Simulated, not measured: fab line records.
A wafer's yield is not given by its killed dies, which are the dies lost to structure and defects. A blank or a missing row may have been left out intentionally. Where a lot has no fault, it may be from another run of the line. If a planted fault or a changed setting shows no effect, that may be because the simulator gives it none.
fab line records | flow n5Finfet
record: lots: 6 wafers: 18 lastDay: 18
route steps=1938 shown BEOL_M0_SAQP@632 BEOL_M4@1111 PASSIVATION@1936
lots with no fault: from the same line, run without faults
startH: hours from the record's opening day to when the first of the lot's shown wafers began | waitH: time in hours since the lot's previous step | " the same as in the row above | L1.1+2: several wafers, shown together as one row | - either no value or no given start | * or withheld: withheld | < > ~ a bound
route shown NAME@n: a module of which the file shows steps, and the number in the route of the first | usual: mean/standard deviation of fault-free wafers | same: alike in all rows | chamber/n: place in a boat | sites: each site's reading | _std_site: standard deviation of those values | _edge_site: the outer-site mean with the inner-site mean subtracted | radiusMm: how far each site lies from the wafer's centre | mask NAME#n: copy n | behind: the last tool/chamber to shape the wafer | hold: cause of the lot's hold/its duration in hours/its outcome | device: which transistor (n, p or np) failed to switch | end of line: the route-end tests of the same wafers | a step given without rows: its recipe and nothing more | killed: dies that structure and defects cost at the first sort, which is not the same as the wafer's yield | map: dies across one wafer; x = killed, . = not, _ = none there
set.NAME: the run value of the setting; set.NAME@STEP: its run value at that earlier step | model.NAME: the simulator's own value behind a step, which no gauge read
lots seen at some steps along the route; tables by step, rows by wafer
services: when a tool's chamber went out of use (startH, in hours from the record's first day, below 0 if earlier), for how many hours, and the reason
== steps ==
step: N5_BEOL_M0_SAQP_PECVD_00
recipe: material: SiCN targetThkA: 80 tempC: withheld precursor: 3MS/NH3 pressureTorr: 3 rfW: 202 timeS: 14
step: N5_BEOL_M0_SAQP_ILD_DEP_01
recipe: material: SiOC targetThkA: 454.19 tempC: 350 precursor: DEMS/O2 pressureTorr: 5 rfW: 500 timeS: 8.7
usual: heaterPowerW: 513/60 showerheadPlenumPTorr: 5.696/0.015 throttleValvePct: 12.4/0.59
columns lot.wafer tool chamber startH waitH heaterPowerW showerheadPlenumPTorr throttleValvePct
L908.1 pecvd-01 0 125.56 0.0 555 5.709 12.6
L908.3 " 1 " " 466 5.687 12.4
L908.4 " 0 " " 544 5.687 13.0
L909.1 pecvd-01 0 128.71 0.0 517 5.691 13.0
L909.2 " 2 " " 415 5.698 13.2
L909.4 " 1 " " 459 5.673 12.7
L916.2 pecvd-01 2 172.47 0.0 456 5.706 13.5
L916.3 " 1 " " 465 5.686 12.6
L916.4 " 1 " " 457 5.696 12.7
L917.4 pecvd-03 2 177.53 0.0 571 5.671 11.9
L917.5 " 1 " " 527 5.718 12.0
L917.6 " 0 " " 618 5.691 12.1
L922.1 pecvd-01 1 205.33 0.0 385 5.700 12.6
L922.3 " 1 " " 399 5.687 12.5
L922.6 " 0 " " 528 5.700 13.1
L927.1 pecvd-03 0 252.74 0.0 533 5.686 12.2
L927.2 " 2 " " 569 5.685 11.9
L927.6 " 0 " " 555 5.707 12.1
step: N5_BEOL_M0_SAQP_HM_DEP_02
recipe: material: TiN targetThkA: 120 tempC: 25 chamberPressurePa: 0.49996
usual: chamberPressurePa: 0.4998/0.001 substrateTempC: 25.00/0.095 throttleValvePct: 29.6/0.91
columns lot.wafer tool chamber startH waitH chamberPressurePa substrateTempC throttleValvePct
L908.1 pvdSputter-03 - 127.47 1.9 0.5003 24.89 28.9
L908.3 " - " " 0.4995 24.93 29.9
L908.4 " - " " 0.4988 24.72 31.1
L909.1 pvdSputter-01 - 129.04 0.3 0.4999 24.94 30.3
L909.2 " - " " 0.5001 25.03 28.5
L909.4 " - " " 0.4994 25.05 29.9
L916.2 pvdSputter-02 - 174.17 1.7 0.5009 25.07 28.1
L916.3 " - " " 0.5000 24.98 30.4
L916.4 " - " " 0.4990 24.89 29.8
L917.4 pvdSputter-01 - 178.18 0.6 0.5014 25.05 29.8
L917.5 " - " " 0.5007 25.16 29.9
L917.6 " - " " 0.5000 24.97 28.7
L922.1 pvdSputter-03 - 205.90 0.5 0.4989 25.05 31.3
L922.3 " - " " 0.4984 25.00 29.8
L922.6 " - " " 0.5020 25.07 29.5
L927.1 pvdSputter-01 - 253.69 0.9 0.4999 25.01 30.1
L927.2 " - " " 0.4994 25.03 30.3
L927.6 " - " " 0.5000 24.96 28.6
step: N5_BEOL_M0_SAQP_PECVD_03
recipe: material: SiCN targetThkA: 120 tempC: withheld precursor: 3MS/NH3 pressureTorr: 3 rfW: 202 timeS: 21.1
usual: showerheadPlenumPTorr: 3.665/0.013 throttleValvePct: 9.3/0.44
columns lot.wafer tool chamber startH waitH showerheadPlenumPTorr throttleValvePct
L908.1 pecvd-01 2 127.59 0.1 3.665 10.4
L908.3 " 0 " " 3.661 9.7
L908.4 " 1 " " 3.656 9.5
L909.1 pecvd-01 2 129.16 0.1 3.673 10.3
L909.2 " 0 " " 3.666 9.7
L909.4 " 1 " " 3.660 9.5
L916.2 pecvd-03 0 174.30 0.1 3.659 9.4
L916.3 " 2 " " 3.651 9.0
L916.4 " 1 " " 3.684 8.9
L917.4 pecvd-04 0 178.31 0.1 3.671 9.0
L917.5 " 2 " " 3.676 8.5
L917.6 " 1 " " 3.640 9.3
L922.1 pecvd-01 1 206.02 0.1 3.665 9.5
L922.3 " 0 " " 3.650 9.8
L922.6 " 1 " " 3.660 9.6
L927.1 pecvd-03 2 253.81 0.1 3.657 9.0
L927.2 " 0 " " 3.661 9.6
L927.6 " 1 " " 3.686 9.0
step: N5_BEOL_M0_SAQP_PECVD_96
recipe: material: a-Si targetThkA: 450 tempC: 350 precursor: SiH4/He pressureTorr: 3 rfW: 100 timeS: 45.2
step: N5_BEOL_M0_SAQP_PECVD_97
recipe: material: SiNx targetThkA: 230 tempC: 350 precursor: SiH4/NH3/N2 pressureTorr: 1.5 rfW: 300 timeS: 19.9
step: N5_BEOL_M0_SAQP_PECVD_04
recipe: material: a-Si targetThkA: 600 tempC: 350 precursor: SiH4/He pressureTorr: 3 rfW: 100 timeS: 60.2
step: N5_BEOL_M0_SAQP_THK_MEAS_05
usual: thkNm: 59.9/0.72
columns lot.wafer tool chamber startH waitH thkNm
L908.1 filmMetro-01 - 127.80 0.1 58.7
L908.3 " - " " 59.1
L908.4 " - " " 60.8
L909.1 filmMetro-02 - 129.37 0.1 59.0
L909.2 " - " " 59.4
L909.4 " - " " 60.5
L916.2 filmMetro-02 - 174.51 0.1 59.4
L916.3 " - " " 59.3
L916.4 " - " " 60.4
L917.4 filmMetro-01 - 178.51 0.0 60.8
L917.5 " - " " 60.5
L917.6 " - " " 60.9
L922.1 filmMetro-02 - 206.32 0.1 59.5
L922.3 " - " " 59.7
L922.6 " - " " 60.9
L927.1 filmMetro-02 - 254.02 0.1 58.4
L927.2 " - " " 60.2
L927.6 " - " " 60.8
step: N5_BEOL_M0_SAQP_HM_DEP_111
recipe: material: SiO2 targetThkA: 120 tempC: 400 precursor: SiH4/N2O pressureTorr: 0.75 rfW: 275 timeS: 7.2
usual: heaterPowerW: 793/74 showerheadPlenumPTorr: 8.13/0.1
columns lot.wafer tool chamber startH waitH heaterPowerW showerheadPlenumPTorr
L908.1 pecvd-03 2 127.84 0.0 800 7.98
L908.3 " 0 " " 915 8.14
L908.4 " 2 " " 816 8.00
L909.1 pecvd-01 1 129.41 0.0 723 8.06
L909.2 " 2 " " 826 8.22
L909.4 " 2 " " 805 8.23
L916.2 pecvd-04 0 174.55 0.0 859 8.24
L916.3 " 1 " " 708 7.97
L916.4 " 0 " " 860 8.19
L917.4 pecvd-01 1 178.57 0.1 714 8.07
L917.5 " 2 " " 714 8.24
L917.6 " 0 " " 857 8.08
L922.1 pecvd-01 0 206.36 0.0 838 8.09
L922.3 " 1 " " 752 8.06
L922.6 " 0 " " 855 8.10
L927.1 pecvd-01 1 254.06 0.0 736 8.05
L927.2 " 0 " " 857 8.09
L927.6 " 0 " " 822 8.11
step: N5_BEOL_M0_SAQP_COAT_81
recipe: resist: SOC tempC: 250 timeS: 60 spinRpm: 1500 resistThkNm: 100
step: N5_BEOL_M0_SAQP_COAT_82
recipe: resist: SiARC tempC: 220 timeS: 60 spinRpm: 1500 resistThkNm: 30
step: N5_BEOL_M0_SAQP_COAT_08
recipe: resist: CAR-ArF spinRpm: 1500 resistThkNm: 90
usual: spinSpeedRpm: 1500.2/0.97
columns lot.wafer tool chamber startH waitH spinSpeedRpm model.CAR-ArF_of_BEOL_M0_SAQP_COAT_08.thkNm
L908.1 lithoTrack-04 0 127.94 - 1502.3 89.8
L908.3 " 0 " " 1499.6 89.6
L908.4 " 0 " " 1500.9 89.8
L909.1 lithoTrack-05 0 129.49 - 1500.7 90.2
L909.2 " 0 " " 1500.6 90.2
L909.4 " 0 " " 1499.4 90.2
L916.2 lithoTrack-04 0 174.63 - 1548.0 88.8
L916.3 " 0 " " 1546.3 88.6
L916.4 " 0 " " 1548.5 88.6
L917.4 lithoTrack-04 0 178.63 - 1546.1 88.4
L917.5 " 0 " " 1547.4 88.2
L917.6 " 0 " " 1546.0 88.6
L922.1 lithoTrack-05 0 206.46 - 1501.0 90
L922.3 " 0 " " 1499.0 89.8
L922.6 " 0 " " 1498.4 90.2
L927.1 lithoTrack-01 0 254.14 - 1500.9 90.6
L927.2 " 0 " " 1500.5 90.2
L927.6 " 0 " " 1500.2 90.2
step: N5_BEOL_M0_SAQP_EBR_10
recipe: solvent: PGMEA ebrWidthMm: 1.5
step: N5_BEOL_M0_SAQP_SOFTBAKE_09
recipe: tempC: 110 timeS: 60 resist: CAR-ArF
step: N5_BEOL_M0_SAQP_EXPOSE_11
recipe: maskId: M0_CORE na: 1.35 sourceShape: dipole sigmaInner: 0.538 sigmaOuter: 0.738 polarization: te targetCdNm: 42 doseMj: 55
step: N5_BEOL_M0_SAQP_PEB_12
recipe: pebTempC: withheld pebTimeS: 60 resist: CAR-ArF
step: N5_BEOL_M0_SAQP_DEVELOP_13
recipe: developTimeS: 30 developer: TMAH resist: CAR-ArF devTempC: 23 rinseLiquid: diw dry: airSpin
step: N5_BEOL_M0_SAQP_CD_MEAS_14
recipe: targetCdNm: 42.5 landingEnergyEv: 500 detector: seInlens
usual: cdNm: 42.54/0.27
columns lot.wafer tool chamber startH waitH cdNm
L908.1 cdSem-03 0 128.31 - 42.73
L908.3 " 0 " " 42.88
L908.4 " 0 " " 42.81
L909.1 cdSem-03 0 129.85 - 42.83
L909.2 " 0 " " 42.61
L909.4 " 0 " " 42.23
L916.2 cdSem-03 0 174.87 - 42.01
L916.3 " 0 " " 42.27
L916.4 " 0 " " 42.93
L917.4 cdSem-02 0 178.87 - 42.15
L917.5 " 0 " " 42.28
L917.6 " 0 " " 42.46
L922.1 cdSem-03 0 206.70 - 42.77
L922.3 " 0 " " 42.91
L922.6 " 0 " " 43.00
L927.1 cdSem-01 0 254.50 - 42.43
L927.2 " 0 " " 42.19
L927.6 " 0 " " 42.62
step: N5_BEOL_M0_SAQP_OVL_MEAS_15
recipe: pointsPerWafer: 44
usual: M0_CORE_OVL: 0.0/0.71
columns lot.wafer tool chamber startH waitH M0_CORE_OVL[nm]
L908.1 overlay-01 0 128.34 0.0 0.3
L908.3 " 0 " " -0.8
L908.4 " 0 " " 0.2
L909.1 overlay-01 0 129.88 0.0 -0.7
L909.2 " 0 " " -0.4
L909.4 " 0 " " 0.0
L916.2 overlay-02 0 174.91 0.0 0.3
L916.3 " 0 " " 0.0
L916.4 " 0 " " 0.1
L917.4 overlay-01 0 178.90 0.0 -0.6
L917.5 " 0 " " -0.4
L917.6 " 0 " " -0.3
L922.1 overlay-01 0 206.74 0.0 -1.8
L922.3 " 0 " " -0.9
L922.6 " 0 " " 0.1
L927.1 overlay-02 0 254.53 0.0 0.3
L927.2 " 0 " " -0.7
L927.6 " 0 " " 0.5
step: N5_BEOL_M0_SAQP_INSPECT_16
recipe: mode: adi inspectInstrument: brightfield
usual: rawDefectCount: 511/130
columns lot.wafer tool chamber startH waitH rawDefectCount
L908.1 defectInspect-01 - 128.36 0.0 503
L908.3 " - " " 426
L908.4 " - " " 650
L909.1 defectInspect-01 - 129.91 0.0 553
L909.2 " - " " 743
L909.4 " - " " 391
L916.2 defectInspect-01 - 174.93 0.0 476
L916.3 " - " " 478
L916.4 " - " " 556
L917.4 defectInspect-01 - 178.92 0.0 691
L917.5 " - " " 923
L917.6 " - " " 769
L922.1 defectInspect-01 - 206.76 0.0 404
L922.3 " - " " 614
L922.6 " - " " 462
L927.1 defectInspect-02 - 254.56 0.0 516
L927.2 " - " " 472
L927.6 " - " " 360
step: N5_BEOL_M0_SAQP_DESCUM_19
recipe: chemistry: O2 timeS: 7.9 sourcePowerW: 50 biasPowerW: 20 pressureMtorr: 20 rfFrequencyHz: 2.712e+07 tempC: 40 resist: CAR-ArF o2FlowSccm: 225
usual: drypumpMotorCurrentA: 5.6/0.44 oesProductAu: 0.80/0.089 rfVppV: 243.5/1.5 showerheadPlenumPTorr: 2.12/0.08 throttleValvePct: 20.46/0.22
columns lot.wafer tool chamber startH waitH drypumpMotorCurrentA oesProductAu rfHoursCounterH rfVppV showerheadPlenumPTorr throttleValvePct
L908.1 rieDiel-03 3 128.40 0.0 4.7 0.88 34 242.8 2.04 20.58
L908.3 " 1 " " 6.0 0.90 24 244.6 2.14 20.33
L908.4 " 0 " " 5.2 0.71 219 241.7 1.98 20.65
L909.1 rieDiel-04 1 129.94 0.0 5.7 0.86 56 242.9 2.04 20.13
L909.2 " 2 " " 5.8 0.69 213 244.4 2.17 20.69
L909.4 " 1 " " 5.7 0.86 - 241.9 2.04 20.11
L916.2 rieDiel-04 0 175.25 0.3 5.8 0.67 242 244.7 2.14 20.55
L916.3 " 2 " " 5.8 0.69 225 244.5 2.16 20.69
L916.4 " 3 " " 6.5 0.71 212 242.9 1.99 20.53
L917.4 rieDiel-04 0 179.05 0.1 5.8 0.68 243 244.0 2.14 20.55
L917.5 " 0 " " 5.8 0.68 - 244.6 2.14 20.54
L917.6 " 1 " " 5.7 0.84 - 241.8 2.04 20.12
L922.1 rieDiel-01 0 206.79 0.0 5.0 0.86 54 244.7 2.23 20.48
L922.3 " 3 " " 5.4 0.87 53 242.7 2.13 20.38
L922.6 " 3 " " 5.4 0.87 - 242.3 2.13 20.38
L927.1 rieDiel-03 1 255.18 0.6 5.9 0.84 68 242.6 2.12 20.38
L927.2 " 2 " " 5.4 0.80 109 246.4 2.20 20.77
L927.6 " 3 " " 4.8 0.81 - 242.4 2.02 20.65
step: N5_BEOL_M0_SAQP_ETCH_83
recipe: chemistry: CF4 target: SiARC targetDepthA: 390 maskMaterial: CAR-ArF timeS: 65 ionEnergyEv: 80 pressureMtorr: 40 sourceW: 545 biasW: 36 Ar_flow_sccm: 100 cf4FlowSccm: 100 ends: cleared
usual: drypumpMotorCurrentA: 5.6/0.43 etchRfOnTimeS: 64.6/0.99 oesProductAu: 0.68/0.074 rfVppV: 184.3/1.2 showerheadPlenumPTorr: 2.17/0.075 throttleValvePct: 15.62/0.25
columns lot.wafer tool chamber startH waitH drypumpMotorCurrentA etchRfOnTimeS oesProductAu rfHoursCounterH rfVppV showerheadPlenumPTorr throttleValvePct model.CAR-ArF_of_BEOL_M0_SAQP_COAT_08.thkNm
L908.1 rieDiel-03 3 128.43 0.0 4.7 65.1 0.75 34 182.3 2.09 15.68 55.4
L908.3 " 1 " " 5.9 65.1 0.77 24 185.0 2.18 15.43 55.2
L908.4 " 0 " " 5.2 63.9 0.61 219 183.2 2.04 15.90 55.4
L909.1 rieDiel-04 1 129.98 0.0 5.7 65.0 0.73 56 184.7 2.09 15.26 55.8
L909.2 " 2 " " 5.8 64.1 0.60 213 184.9 2.20 15.86 55.8
L909.4 " 1 " " 5.7 65.2 0.72 - 183.4 2.09 15.26 55.8
L916.2 rieDiel-04 0 175.29 0.0 5.8 65.0 0.58 242 184.7 2.21 15.91 54.4
L916.3 " 2 " " 5.8 64.8 0.59 225 184.2 2.20 15.86 54
L916.4 " 3 " " 6.5 64.6 0.61 212 182.6 2.04 15.74 54
L917.4 rieDiel-04 0 179.09 0.0 5.8 64.4 0.58 243 184.0 2.20 15.91 54
L917.5 " 0 " " 5.8 64.7 0.58 - 184.9 2.20 15.90 53.8
L917.6 " 1 " " 5.7 65.1 0.71 - 183.9 2.09 15.28 54.2
L922.1 rieDiel-01 0 206.83 0.0 5.0 65.8 0.73 54 184.5 2.26 15.49 55.4
L922.3 " 3 " " 5.4 62.4 0.75 53 183.6 2.17 15.51 55.4
L922.6 " 3 " " 5.4 62.8 0.75 - 185.5 2.17 15.52 55.6
L927.1 rieDiel-03 1 255.22 0.0 6.0 64.7 0.72 68 183.5 2.17 15.51 56
L927.2 " 2 " " 5.4 63.9 0.69 109 185.2 2.24 15.87 55.6
L927.6 " 3 " " 4.7 65.8 0.70 - 182.3 2.08 15.77 55.6
step: N5_BEOL_M0_SAQP_ETCH_84
recipe: chemistry: N2/H2 target: SOC targetDepthA: 1000 overetchA: 200 maskMaterial: SiARC tempC: 40 timeS: 150 ionEnergyEv: 200 pressureMtorr: 30 sourceW: 840 biasW: 150 n2FlowSccm: 200 h2FlowSccm: 200
step: N5_BEOL_M4_RC_MEAS_101
usual: DIBL_N: 36.4/1.3 DIBL_P: 36.5/1.7 IOFF_N: 0.154/0.022 IOFF_P: 0.202/0.025 ION_N: 671/9.8 ION_P: 460/6.8 SS_N: 71.6/0.54 SS_P: 73.4/0.58 VT_N: 250.9/2.8 VT_P: -251.4/2.7
columns lot.wafer tool chamber startH waitH DIBL_N[mV/V] DIBL_P[mV/V] IOFF_N[nA/um] IOFF_P[nA/um] ION_N[uA/um] ION_P[uA/um] SS_N[mV/dec] SS_P[mV/dec] VT_N[mV] VT_P[mV]
L909.1 prober-02 0 177.79 0.0 37.4 36.4 0.146 0.175 659 448 71.6 73.0 250.6 -255.2
L909.2 " 0 " " 38.3 38.3 0.163 0.193 662 447 71.6 73.2 253.5 -253.6
L909.4 " 0 " " 37.6 37.2 0.156 0.190 678 459 70.8 73.3 251.2 -256.1
L908.1 prober-02 0 182.05 0.0 35.6 34.8 0.114 0.141 656 448 71.0 72.6 256.6 -257.9
L908.3 " 0 " " 36.8 36.3 0.133 0.159 660 445 71.6 73.6 257.2 -259.5
L908.4 " 0 " " 35.9 34.8 0.112 0.137 650 440 72.0 73.6 257.9 -257.8
L916.2 prober-02 0 228.47 0.2 35.5 35.4 0.131 0.175 662 455 70.8 72.9 251.4 -254.1
L916.3 " 0 " " 36.2 36.6 0.145 0.188 664 455 72.4 72.8 251.6 -253.5
L916.4 " 0 " " 37.1 37.8 0.162 0.208 674 457 71.9 73.6 248.3 -252.8
L917.4 prober-01 0 230.69 0.5 36.0 38.9 0.155 0.192 670 460 71.8 73.2 251.3 -252.9
L917.5 " 0 " " 34.5 37.5 0.130 0.163 668 451 71.6 72.3 254.5 -258.2
L917.6 " 0 " " 36.3 39.3 0.157 0.190 675 461 71.5 73.4 250.8 -253.5
L922.1 prober-01 0 268.26 0.0 36.6 37.4 0.153 0.212 674 459 71.7 73.6 252.2 -250.5
L922.3 " 0 " " 35.0 34.5 0.117 0.174 641 448 71.2 72.7 256.2 -253.7
L922.6 " 0 " " 37.1 36.2 0.148 0.200 662 452 72.0 73.3 255.1 -250.5
L927.1 prober-01 0 310.67 0.0 33.7 33.9 0.121 0.185 672 463 70.7 72.6 252.3 -248.9
L927.2 " 0 " " 34.9 35.8 0.146 0.217 684 471 71.2 73.6 250.0 -247.5
L927.6 " 0 " " 34.2 34.5 0.128 0.194 663 464 70.9 72.4 251.7 -248.6
step: N5_PASSIVATION_PROBE_49
usual: defectLimitedYield: 91.1/1.3 killed_at_M0_to_M3: 34/10 killed_at_M4_up: 14/5.7 killedAtContacts: 12/5.9 killedAtFrontEnd: 41/12 killedAtOther: 4/3.1 killedDies: 105/15 killedOpen: 69/11 killedShort: 35/7.8 sort_bin_5_function: 5.3/0.81 sort_bin_6_memory: 3.3/0.75 sortNPass: 1075/15 sortYieldPct: 91.1/1.3
same: grossDies: 1180 killedAtBackSide: 0 sort_bin_4_leakage[%]: 0 sort_bin_8_speed[%]: 0
columns lot.wafer tool chamber startH waitH defectLimitedYield[%] killed_at_M0_to_M3 killed_at_M4_up killedAtContacts killedAtFrontEnd killedAtOther killedDies killedOpen killedShort sort_bin_5_function[%] sort_bin_6_memory[%] sortNPass sortYieldPct[%]
L908.1 prober-02 - 282.08 0.0 91.3 33 22 10 32 6 103 62 39 5.1 3.4 1077 91.3
L908.3 prober-02 - 282.18 0.1 90.2 43 7 25 35 6 116 69 45 5.7 3.6 1064 90.2
L908.4 prober-02 - 282.23 0.2 91.2 21 14 21 45 3 104 70 33 6.0 2.6 1076 91.2
L917.4 prober-02 - 343.81 0.2 90.1 20 23 9 59 6 117 82 33 5.7 4.1 1063 90.1
L917.5 prober-02 - 343.86 0.2 91.7 31 16 8 40 3 98 63 34 4.5 3.6 1082 91.7
L917.6 prober-02 - 343.91 0.3 90.3 39 15 8 46 6 114 81 31 5.3 4.0 1066 90.3
L927.1 prober-01 - 423.39 0.6 90.3 42 13 10 42 7 114 82 30 6.1 3.4 1066 90.3
L927.2 prober-01 - 423.44 0.7 91.4 47 8 7 26 13 101 66 35 5.6 2.8 1079 91.4
L927.6 prober-01 - 423.64 0.9 92.5 40 11 9 25 3 88 58 30 4.8 2.4 1092 92.5
killed by level:class
L908.1 BEOL_M4:geometricParticle:open=14 BEOL_M2:geometricParticle:open=9 MOL_CONTACT_COAG:geometricParticle:open=7 BEOL_M0_SAQP:geometricParticle:short=7 FIN_SAQP:geometricParticle:short=6 FIN_SAQP:geometricParticle:open=6 GATE_CUT:geometricParticle:short=5 BEOL_M0_SAQP:geometricParticle:open=5
L908.3 MOL_CONTACT_COAG:geometricParticle:open=18 BEOL_M2:geometricParticle:open=10 BEOL_M0_SAQP:geometricParticle:short=9 BEOL_M0_SAQP:geometricParticle:open=9 STI_FIN_REVEAL:geometricParticle:open=7 MOL_CONTACT_COAG:geometricParticle:short=7 BEOL_M2:geometricParticle:short=6 STI_FIN_REVEAL:geometricParticle:short=5
L908.4 MOL_CONTACT_COAG:geometricParticle:open=19 FIN_SAQP:geometricParticle:open=12 BEOL_M4:geometricParticle:open=9 GATE_CUT:geometricParticle:short=8 STI_FIN_REVEAL:geometricParticle:open=6 FIN_SAQP:geometricParticle:short=5 BEOL_M2:geometricParticle:open=5 BEOL_M0_SAQP:geometricParticle:short=5
L917.4 STI_FIN_REVEAL:geometricParticle:open=14 MOL_CONTACT_COAG:geometricParticle:open=8 FIN_SAQP:geometricParticle:open=7 BEOL_M5:geometricParticle:open=6 DUMMY_GATE:geometricParticle:open=5 GATE_CUT:geometricParticle:short=5 BEOL_M0_SAQP:geometricParticle:short=5 BEOL_M2:geometricParticle:open=5
L917.5 STI_FIN_REVEAL:geometricParticle:open=17 BEOL_M0_SAQP:geometricParticle:short=10 BEOL_M4:geometricParticle:open=8 MOL_CONTACT_COAG:geometricParticle:open=8 FIN_SAQP:geometricParticle:open=5 BEOL_M0_SAQP:geometricParticle:open=5 FIN_SAQP:geometricParticle:short=4 BEOL_M3:geometricParticle:open=4
L917.6 BEOL_M3:geometricParticle:open=12 FIN_SAQP:geometricParticle:short=10 FIN_SAQP:geometricParticle:open=9 MOL_CONTACT_COAG:geometricParticle:open=7 BEOL_M4:geometricParticle:open=6 BEOL_M1:geometricParticle:open=6 BEOL_M0_SAQP:geometricParticle:open=5 STI_FIN_REVEAL:geometricParticle:open=5
L927.1 STI_FIN_REVEAL:geometricParticle:open=17 BEOL_M0_SAQP:geometricParticle:open=15 BEOL_M0_SAQP:geometricParticle:short=12 FIN_SAQP:geometricParticle:open=9 MOL_CONTACT_COAG:geometricParticle:open=9 BEOL_M0:geometricParticle:open=5 BEOL_M3:geometricParticle:open=4 FIN_SAQP:geometricParticle:short=3
L927.2 BEOL_M0_SAQP:geometricParticle:open=17 BEOL_M0_SAQP:geometricParticle:short=15 FIN_SAQP:geometricParticle:open=9 BEOL_M3:geometricParticle:open=7 MOL_CONTACT_COAG:geometricParticle:open=5 PASS1_CAP:geometricParticle:open=5 FIN_SAQP:geometricParticle:short=4 DUMMY_GATE:geometricParticle:open=4
L927.6 BEOL_M0_SAQP:geometricParticle:open=14 BEOL_M0_SAQP:geometricParticle:short=10 STI_FIN_REVEAL:geometricParticle:open=8 STI_FIN_REVEAL:geometricParticle:short=7 BEOL_M4:geometricParticle:open=7 MOL_CONTACT_COAG:geometricParticle:open=6 FIN_SAQP:geometricParticle:open=5 BEOL_M0:geometricParticle:open=5
== services ==
columns tool chamber startH hours kind
rieDiel-01 0 102.36 22.0 repair
rieDiel-04 1 105.96 14.5 repair
pecvd-04 - 110.67 40.2 repair
pecvd-03 - 113.55 1.0 repair
pecvd-03 1 117.22 11.6 repair
pvdSputter-03 - 119.61 1.0 repair
rieDiel-04 3 120.72 9.8 repair
pecvd-01 - 137.43 2.8 pm
rieDiel-03 2 147.89 8.5 repair
rieDiel-04 - 150.63 0.2 repair
rieDiel-01 2 163.08 6.8 repair
rieDiel-04 0 179.56 5.8 repair
rieDiel-04 3 185.77 45.5 repair
pecvd-01 2 202.42 - clean
pecvd-01 2 202.42 - consumableReplace:showerhead
pecvd-01 2 202.42 29.0 scheduledDown
pecvd-01 2 202.42 29.0 ventCycle
pvdSputter-02 - 222.72 1.7 repair
rieDiel-04 - 226.56 15.6 pm
pecvd-01 - 240.01 0.7 repair
rieDiel-04 0 242.16 - clean
rieDiel-04 0 242.16 - consumableReplace:focusRing
rieDiel-04 1 246.44 6.6 repair
rieDiel-04 2 248.61 3.7 repair
== key ==
firstSign: step: N5_BEOL_M0_SAQP_COAT_08 reading: spinSpeedRpm direction: up sigmas: 48 usual: * struck: *
effect none on later readings
modelEffect: step: N5_BEOL_M0_SAQP_COAT_08 value: CAR-ArF_of_BEOL_M0_SAQP_COAT_08.thkNm without: 89.93 struck: 88.53
modelEffect: step: N5_BEOL_M0_SAQP_ETCH_83 value: CAR-ArF_of_BEOL_M0_SAQP_COAT_08.thkNm without: 55.47 struck: 54.07
metAt N5_BEOL_M0_SAQP_COAT_08
struckWafers L916.2,L916.3,L916.4,L917.4,L917.5,L917.6
onsetBetween 127.94 174.63
fault: kind: processParameterDrift tool: lithoTrack-04 chamber: - onsetH: 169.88 steps: N5_BEOL_M0_SAQP_COAT_08 channel: spinRpm offset: * shape: step endH: 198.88 actsIn: * stated: *
